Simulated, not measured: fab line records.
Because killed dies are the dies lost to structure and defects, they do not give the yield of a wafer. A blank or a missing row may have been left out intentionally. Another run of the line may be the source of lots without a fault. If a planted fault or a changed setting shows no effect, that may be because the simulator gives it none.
fab line records + flow n5Finfet + part 2 of 2: steps 5 to 6 of 6
[record]
- lots = 24
- wafers = 72
- lastDay = 19
route steps=1938 shown MOL_CONTACT_COAG@539
lots with no fault: from the same line, run without faults
startH: hours from the record's opening day to when the first of the lot's shown wafers began + waitH: hours since the lot's step before + " same as the row above + L1.1+2: a single row standing in for several wafers + - no value, or no start given + * or withheld: withheld + < > ~ a bound
route shown NAME@n: NAME is a module with steps in the file, n the number in the route of the first one + usual: mean/standard deviation taken from wafers without a fault + same: alike in all rows + chamber/n: place in a boat + sites: the reading at each site + _std_site: standard deviation of those values + _edge_site: the outer-site mean with the inner-site mean subtracted + radiusMm: how far each site lies from the wafer's centre + mask NAME#n: copy n + behind: the last tool/chamber to shape the wafer + hold: the reason the lot was held/the length of the hold in hours/how it ended + device: transistor that didn't switch, given as n, p or np + end of line: at the end of the route, the tests of the same wafers + a step with no rows: only its recipe + killed: dies lost to structure and defects at the first sort, not the wafer's yield + map: shows each die of a wafer: x if killed, . if not, _ if none is there
set.NAME: the setting as run; set.NAME@STEP: as run at that earlier step + model.NAME: the simulator's own value behind a step, which no gauge read
one table for each step of the route and one row for each wafer, over a sample of lots
services: the hour from which a tool's chamber was out of use, counted from the record's first day as startH (under 0 if before that day), plus the number of hours and why
[[steps]]
[step N5_MOL_CONTACT_COAG_ETCH_47]
[recipe]
- chemistry = CH3F/O2
- target = SiNx
- targetDepthA = 270
- maskMaterial = SiO2
- stopOn = W
- overEtchFrac = 0.2
- ionEnergyEv = 120
- endpoint = OES-CN
- pressureMtorr = 30
- sourceW = 395
- biasW = 73
- Ar_flow_sccm = 150
- CH3F_flow_sccm = 30
- O2_flow_sccm = 20
- ends = endPoint
[usual]
- biasW = 73.01/0.21
- drypumpMotorCurrentA = 5.7/0.36
- etchRfOnTimeS = 31.1/0.69
- oesProductAu = 0.71/0.084
- rfVppV = 299/3.9
- showerheadPlenumPTorr = 1.99/0.098
- throttleValvePct = 16.45/0.19
| lot.wafer | tool       | chamber | startH | waitH | biasW | drypumpMotorCurrentA | etchRfOnTimeS | oesProductAu | rfHoursCounterH | rfVppV | showerheadPlenumPTorr | throttleValvePct |
|-----------|------------|---------|--------|-------|-------|----------------------|---------------|--------------|-----------------|--------|-----------------------|------------------|
| L074.1    | rieDiel-05 | 3       | 97.67  | 0.0   | 72.89 | 4.9                  | 31.4          | 0.83         | 16              | 295    | 2.13                  | 16.19            |
| L074.4    | "          | 1       | "      | "     | 73.34 | 5.5                  | 30.4          | 0.82         | 22              | 301    | 2.04                  | 16.40            |
| L074.6    | "          | 0       | "      | "     | 73.11 | 5.4                  | 31.0          | 0.64         | -               | 297    | 1.97                  | 16.59            |
| L075.2    | rieDiel-04 | 3       | 108.17 | 0.0   | 72.93 | 6.5                  | 31.2          | 0.63         | 206             | 295    | 1.98                  | 16.75            |
| L075.3    | "          | 2       | "      | "     | 72.80 | 6.0                  | 30.8          | 0.84         | 16              | 301    | 1.96                  | 16.28            |
| L075.5    | "          | 3       | "      | "     | 73.20 | 6.4                  | 31.5          | 0.63         | -               | 296    | 1.98                  | 16.78            |
| L076.1    | rieDiel-03 | 1       | 109.47 | 0.0   | 72.94 | 5.7                  | 31.6          | 0.60         | 226             | 293    | 2.06                  | 16.39            |
| L076.2    | "          | 3       | "      | "     | 73.04 | 5.5                  | 32.1          | 0.62         | 213             | 303    | 2.07                  | 16.51            |
| L076.4    | "          | 2       | "      | "     | 73.01 | 5.6                  | 32.0          | 0.66         | 149             | 297    | 2.02                  | 16.42            |
| L077.3    | rieDiel-03 | 3       | 121.84 | 0.0   | 72.78 | 5.5                  | 32.1          | 0.62         | 217             | 303    | 2.07                  | 16.53            |
| L077.5    | "          | 2       | "      | "     | 73.14 | 5.6                  | 31.9          | 0.66         | -               | 295    | 2.02                  | 16.41            |
| L077.6    | "          | 3       | "      | "     | 72.61 | 5.5                  | 32.1          | 0.62         | -               | 306    | 2.07                  | 16.51            |
| L078.1    | rieDiel-05 | 0       | 125.38 | 0.0   | 72.84 | 5.4                  | 30.9          | 0.63         | 222             | 294    | 1.97                  | 16.61            |
| L078.5    | "          | 0       | "      | "     | 72.92 | 5.4                  | 30.9          | 0.64         | -               | 295    | 1.97                  | 16.60            |
| L078.6    | "          | 3       | "      | "     | 73.07 | 4.9                  | 30.8          | 0.82         | -               | 296    | 2.13                  | 16.21            |
| L079.4    | rieDiel-03 | 2       | 128.00 | 0.0   | 72.97 | 5.6                  | 31.9          | 0.66         | 155             | 296    | 2.02                  | 16.42            |
| L079.5    | "          | 2       | "      | "     | 72.71 | 5.6                  | 32.4          | 0.65         | -               | 295    | 2.02                  | 16.43            |
| L079.6    | "          | 1       | "      | "     | 73.14 | 5.8                  | 32.0          | 0.60         | -               | 290    | 2.06                  | 16.40            |
| L080.1    | rieDiel-05 | 1       | 134.96 | 0.0   | 73.29 | 5.5                  | 31.1          | 0.80         | 35              | 303    | 2.04                  | 16.43            |
| L080.3    | "          | 0       | "      | "     | 72.82 | 5.4                  | 31.4          | 0.63         | 227             | 297    | 1.96                  | 16.62            |
| L080.6    | "          | 2       | "      | "     | 72.95 | 5.8                  | 30.5          | 0.69         | -               | 303    | 1.85                  | 16.64            |
| L081.2    | rieDiel-05 | 0       | 139.71 | 0.0   | 72.72 | 5.4                  | 30.8          | 0.64         | 228             | 298    | 1.96                  | 16.61            |
| L081.4    | "          | 2       | "      | "     | 73.36 | 5.9                  | 29.6          | 0.70         | 144             | 301    | 1.85                  | 16.66            |
| L081.5    | "          | 3       | "      | "     | 72.99 | 4.9                  | 30.6          | 0.81         | -               | 293    | 2.13                  | 16.22            |
| L082.1    | rieDiel-03 | 2       | 146.64 | 0.0   | 73.11 | 5.6                  | 31.9          | 0.64         | 164             | 295    | 2.02                  | 16.44            |
| L082.2    | "          | 3       | "      | "     | 72.68 | 5.5                  | 32.1          | 0.61         | 227             | 304    | 2.07                  | 16.53            |
| L082.4    | "          | 0       | "      | "     | 73.07 | 5.7                  | 31.3          | 0.66         | 150             | 304    | 1.83                  | 16.47            |
| L083.1    | rieDiel-04 | 2       | 154.20 | 0.0   | 72.98 | 6.0                  | 30.6          | 0.81         | 35              | 300    | 1.96                  | 16.32            |
| L083.3    | "          | 2       | "      | "     | 72.70 | 6.0                  | 30.6          | 0.81         | -               | 301    | 1.96                  | 16.32            |
| L083.5    | "          | 2       | "      | "     | 72.99 | 6.0                  | 30.4          | 0.81         | -               | 299    | 1.96                  | 16.32            |
| L084.4    | rieDiel-03 | 1       | 157.24 | 0.0   | 73.14 | 5.8                  | 31.6          | 0.60         | 246             | 293    | 2.05                  | 16.44            |
| L084.5    | "          | 3       | "      | "     | 73.05 | 5.5                  | 32.0          | 0.62         | -               | 303    | 2.06                  | 16.54            |
| L084.6    | "          | 0       | "      | "     | 72.93 | 5.7                  | 31.5          | 0.67         | -               | 304    | 1.83                  | 16.48            |
| L085.2    | rieDiel-03 | 0       | 163.78 | 0.0   | 73.16 | 5.7                  | 31.2          | 0.67         | 157             | 304    | 1.83                  | 16.51            |
| L085.5    | "          | 1       | "      | "     | 73.08 | 5.8                  | 31.5          | 0.59         | -               | 292    | 2.05                  | 16.43            |
| L085.6    | "          | 0       | "      | "     | 73.00 | 5.7                  | 31.5          | 0.67         | -               | 306    | 1.83                  | 16.48            |
| L086.2    | rieDiel-03 | 0       | 175.42 | 0.0   | 73.10 | 5.7                  | 31.2          | 0.67         | 162             | 305    | 1.83                  | 16.50            |
| L086.5    | "          | 0       | "      | "     | 72.88 | 5.7                  | 31.1          | 0.67         | -               | 302    | 1.83                  | 16.50            |
| L086.6    | "          | 3       | "      | "     | 72.84 | 5.5                  | 32.1          | 0.61         | -               | 302    | 2.06                  | 16.56            |
| L087.4    | rieDiel-05 | 3       | 175.52 | 0.0   | 73.07 | 4.9                  | 31.7          | 0.78         | 42              | 296    | 2.12                  | 16.24            |
| L087.5    | "          | 1       | "      | "     | 73.33 | 5.5                  | 30.5          | 0.79         | -               | 303    | 2.03                  | 16.45            |
| L087.6    | "          | 2       | "      | "     | 73.06 | 5.8                  | 30.2          | 0.67         | -               | 302    | 1.84                  | 16.67            |
| L088.1    | rieDiel-05 | 3       | 182.76 | 0.0   | 73.28 | 4.9                  | 31.8          | 0.78         | 44              | 294    | 2.12                  | 16.25            |
| L088.2    | "          | 1       | "      | "     | 73.41 | 5.5                  | 30.8          | 0.78         | 48              | 303    | 2.03                  | 16.45            |
| L088.4    | "          | 2       | "      | "     | 72.77 | 5.8                  | 30.3          | 0.68         | 157             | 301    | 1.84                  | 16.68            |
| L089.1    | rieDiel-04 | 0       | 195.81 | 0.0   | 73.22 | 6.1                  | 30.4          | 0.78         | 37              | 299    | 2.14                  | 16.58            |
| L089.5    | "          | 0       | "      | "     | 73.10 | 6.1                  | 30.4          | 0.79         | -               | 300    | 2.13                  | 16.59            |
| L089.6    | "          | 1       | "      | "     | 73.17 | 6.0                  | 30.7          | 0.83         | -               | 299    | 1.96                  | 16.06            |
| L090.1    | rieDiel-03 | 2       | 199.98 | 0.0   | 72.80 | 5.6                  | 31.8          | 0.64         | 181             | 295    | 2.01                  | 16.47            |
| L090.4    | "          | 0       | "      | "     | 73.29 | 5.7                  | 31.7          | 0.65         | 173             | 304    | 1.83                  | 16.52            |
| L090.6    | "          | 1       | "      | "     | 73.09 | 5.8                  | 30.5          | 0.88         | -               | 293    | 2.05                  | 15.95            |
| L091.2    | rieDiel-04 | 1       | 203.01 | 0.0   | 72.73 | 6.0                  | 31.0          | 0.82         | 16              | 300    | 1.95                  | 16.05            |
| L091.3    | "          | 0       | "      | "     | 72.91 | 6.2                  | 30.7          | 0.77         | 41              | 300    | 2.13                  | 16.60            |
| L091.6    | "          | 2       | "      | "     | 72.94 | 6.0                  | 31.0          | 0.77         | -               | 300    | 1.95                  | 16.34            |
| L092.1    | rieDiel-03 | 1       | 206.24 | 0.0   | 72.64 | 5.8                  | 30.2          | 0.86         | 4               | 292    | 2.05                  | 15.98            |
| L092.2    | "          | 2       | "      | "     | 73.02 | 5.6                  | 31.9          | 0.64         | 184             | 295    | 2.01                  | 16.48            |
| L092.3    | "          | 0       | "      | "     | 72.33 | 5.7                  | 31.3          | 0.65         | 176             | 304    | 1.82                  | 16.53            |
| L093.2    | rieDiel-04 | 0       | 214.97 | 0.0   | 73.03 | 6.1                  | 30.8          | 0.77         | 44              | 299    | 2.13                  | 16.61            |
| L093.3    | "          | 1       | "      | "     | 72.95 | 6.0                  | 31.4          | 0.80         | 19              | 300    | 1.95                  | 16.04            |
| L093.4    | "          | 2       | "      | "     | 73.17 | 6.0                  | 31.7          | 0.76         | 56              | 301    | 1.95                  | 16.37            |
| L094.2    | rieDiel-04 | 0       | 220.87 | 0.0   | 72.99 | 6.1                  | 30.4          | 0.77         | 46              | 299    | 2.13                  | 16.62            |
| L094.3    | "          | 1       | "      | "     | 72.99 | 6.0                  | 30.4          | 0.81         | 21              | 300    | 1.95                  | 16.05            |
| L094.4    | "          | 3       | "      | "     | 73.02 | 6.4                  | 31.3          | 0.62         | 245             | 295    | 1.96                  | 16.83            |
| L095.1    | rieDiel-05 | 3       | 224.39 | 0.0   | 73.23 | 4.9                  | 31.2          | 0.76         | 60              | 294    | 2.12                  | 16.26            |
| L095.4    | "          | 3       | "      | "     | 72.89 | 4.9                  | 31.2          | 0.76         | -               | 296    | 2.12                  | 16.27            |
| L095.5    | "          | 1       | "      | "     | 73.15 | 5.4                  | 30.3          | 0.77         | -               | 302    | 2.03                  | 16.48            |
| L096.1    | rieDiel-04 | 0       | 234.48 | 0.0   | 72.75 | 6.2                  | 30.6          | 0.76         | 50              | 298    | 2.13                  | 16.62            |
| L096.2    | "          | 1       | "      | "     | 73.41 | 6.0                  | 30.5          | 0.80         | 26              | 300    | 1.95                  | 16.06            |
| L096.4    | "          | 1       | "      | "     | 73.32 | 6.0                  | 30.5          | 0.80         | -               | 300    | 1.95                  | 16.07            |
| L097.3    | rieDiel-05 | 3       | 235.10 | 0.0   | 72.86 | 4.9                  | 31.2          | 0.76         | 66              | 295    | 2.11                  | 16.27            |
| L097.4    | "          | 1       | "      | "     | 73.13 | 5.5                  | 30.2          | 0.76         | -               | 302    | 2.02                  | 16.48            |
| L097.5    | "          | 2       | "      | "     | 72.81 | 5.8                  | 30.2          | 0.66         | -               | 302    | 1.83                  | 16.70            |
[step N5_MOL_CONTACT_COAG_CD_MEAS_137]
[recipe]
- targetCdNm = 16
[usual]
- cdNm = 15.9/0.35
| lot.wafer | tool     | chamber | startH | waitH | cdNm |
|-----------|----------|---------|--------|-------|------|
| L074.1    | cdSem-02 | -       | 97.90  | 0.0   | 15.9 |
| L074.4    | "        | -       | "      | "     | 15.6 |
| L074.6    | "        | -       | "      | "     | 15.7 |
| L075.2    | cdSem-03 | -       | 108.40 | 0.0   | 15.6 |
| L075.3    | "        | -       | "      | "     | 16.0 |
| L075.5    | "        | -       | "      | "     | 15.7 |
| L076.1    | cdSem-02 | -       | 109.70 | 0.0   | 15.6 |
| L076.2    | "        | -       | "      | "     | 15.6 |
| L076.4    | "        | -       | "      | "     | 15.9 |
| L077.3    | cdSem-01 | -       | 122.07 | 0.0   | 16.0 |
| L077.5    | "        | -       | "      | "     | 16.2 |
| L077.6    | "        | -       | "      | "     | 16.5 |
| L078.1    | cdSem-01 | -       | 125.60 | 0.0   | 15.9 |
| L078.5    | "        | -       | "      | "     | 15.7 |
| L078.6    | "        | -       | "      | "     | 16.0 |
| L079.4    | cdSem-02 | -       | 128.23 | 0.0   | 15.4 |
| L079.5    | "        | -       | "      | "     | 15.3 |
| L079.6    | "        | -       | "      | "     | 15.6 |
| L080.1    | cdSem-03 | -       | 135.19 | 0.0   | 16.6 |
| L080.3    | "        | -       | "      | "     | 16.6 |
| L080.6    | "        | -       | "      | "     | 16.7 |
| L081.2    | cdSem-02 | -       | 139.94 | 0.0   | 16.3 |
| L081.4    | "        | -       | "      | "     | 15.7 |
| L081.5    | "        | -       | "      | "     | 16.1 |
| L082.1    | cdSem-02 | -       | 146.88 | 0.0   | 16.1 |
| L082.2    | "        | -       | "      | "     | 15.3 |
| L082.4    | "        | -       | "      | "     | 15.6 |
| L083.1    | cdSem-02 | -       | 154.47 | 0.0   | 16.1 |
| L083.3    | "        | -       | "      | "     | 16.8 |
| L083.5    | "        | -       | "      | "     | 16.3 |
| L084.4    | cdSem-03 | -       | 157.47 | 0.0   | 16.1 |
| L084.5    | "        | -       | "      | "     | 15.5 |
| L084.6    | "        | -       | "      | "     | 15.9 |
| L085.2    | cdSem-01 | -       | 164.01 | 0.0   | 16.2 |
| L085.5    | "        | -       | "      | "     | 16.1 |
| L085.6    | "        | -       | "      | "     | 16.2 |
| L086.2    | cdSem-01 | -       | 175.68 | 0.0   | 15.5 |
| L086.5    | "        | -       | "      | "     | 15.7 |
| L086.6    | "        | -       | "      | "     | 15.7 |
| L087.4    | cdSem-01 | -       | 175.76 | 0.0   | 16.2 |
| L087.5    | "        | -       | "      | "     | 16.1 |
| L087.6    | "        | -       | "      | "     | 16.7 |
| L088.1    | cdSem-02 | -       | 182.99 | 0.0   | 15.5 |
| L088.2    | "        | -       | "      | "     | 15.8 |
| L088.4    | "        | -       | "      | "     | 15.5 |
| L089.1    | cdSem-01 | -       | 196.05 | 0.0   | 16.2 |
| L089.5    | "        | -       | "      | "     | 16.1 |
| L089.6    | "        | -       | "      | "     | 15.9 |
| L090.1    | cdSem-01 | -       | 200.20 | 0.0   | 15.6 |
| L090.4    | "        | -       | "      | "     | 15.9 |
| L090.6    | "        | -       | "      | "     | 15.9 |
| L091.2    | cdSem-01 | -       | 203.24 | 0.0   | 15.2 |
| L091.3    | "        | -       | "      | "     | 15.9 |
| L091.6    | "        | -       | "      | "     | 15.3 |
| L092.1    | cdSem-02 | -       | 206.47 | 0.0   | 16.3 |
| L092.2    | "        | -       | "      | "     | 14.9 |
| L092.3    | "        | -       | "      | "     | 15.8 |
| L093.2    | cdSem-01 | -       | 215.20 | 0.0   | 16.3 |
| L093.3    | "        | -       | "      | "     | 16.1 |
| L093.4    | "        | -       | "      | "     | 15.9 |
| L094.2    | cdSem-01 | -       | 221.10 | 0.0   | 16.0 |
| L094.3    | "        | -       | "      | "     | 15.5 |
| L094.4    | "        | -       | "      | "     | 15.5 |
| L095.1    | cdSem-02 | -       | 224.64 | 0.0   | 15.8 |
| L095.4    | "        | -       | "      | "     | 16.0 |
| L095.5    | "        | -       | "      | "     | 16.2 |
| L096.1    | cdSem-02 | -       | 234.71 | 0.0   | 16.3 |
| L096.2    | "        | -       | "      | "     | 16.2 |
| L096.4    | "        | -       | "      | "     | 15.8 |
| L097.3    | cdSem-01 | -       | 235.33 | 0.0   | 16.3 |
| L097.4    | "        | -       | "      | "     | 15.7 |
| L097.5    | "        | -       | "      | "     | 15.9 |
[[services]]
| tool          | chamber | startH | hours | kind                         |
|---------------|---------|--------|-------|------------------------------|
| rieDiel-04    | 0       | 67.13  | -     | clean                        |
| rieDiel-04    | 0       | 67.13  | -     | consumableReplace:focusRing  |
| rieDiel-04    | 0       | 67.13  | -     | consumableReplace:showerhead |
| rieDiel-04    | 0       | 67.13  | 15.0  | scheduledDown                |
| rieDiel-04    | 0       | 67.13  | 15.0  | ventCycle                    |
| pvdSputter-03 | -       | 71.63  | 1.9   | repair                       |
| rieDiel-04    | 2       | 111.08 | 2.3   | repair                       |
| rieDiel-04    | 0       | 114.22 | 9.2   | repair                       |
| pvdSputter-01 | -       | 118.60 | 4.4   | repair                       |
| rieDiel-05    | 1       | 122.72 | 2.8   | repair                       |
| rieDiel-04    | 0       | 124.38 | 7.7   | repair                       |
| rieDiel-03    | 0       | 133.02 | 5.2   | repair                       |
| pvdSputter-03 | -       | 148.55 | 9.3   | repair                       |
| rieDiel-04    | 1       | 150.11 | -     | clean                        |
| rieDiel-04    | 1       | 150.11 | -     | consumableReplace:focusRing  |
| rieDiel-04    | 1       | 150.11 | 11.2  | scheduledDown                |
| rieDiel-04    | 1       | 150.11 | 11.2  | ventCycle                    |
| rieDiel-04    | 3       | 151.07 | 9.0   | repair                       |
| rieDiel-03    | 2       | 172.34 | 8.9   | repair                       |
| rieDiel-05    | 0       | 213.65 | -     | clean                        |
| rieDiel-05    | 0       | 213.65 | -     | consumableReplace:focusRing  |
| rieDiel-05    | 0       | 213.65 | 29.7  | scheduledDown                |
| rieDiel-05    | 0       | 213.65 | 29.7  | ventCycle                    |
| rieDiel-04    | 3       | 232.80 | -     | clean                        |
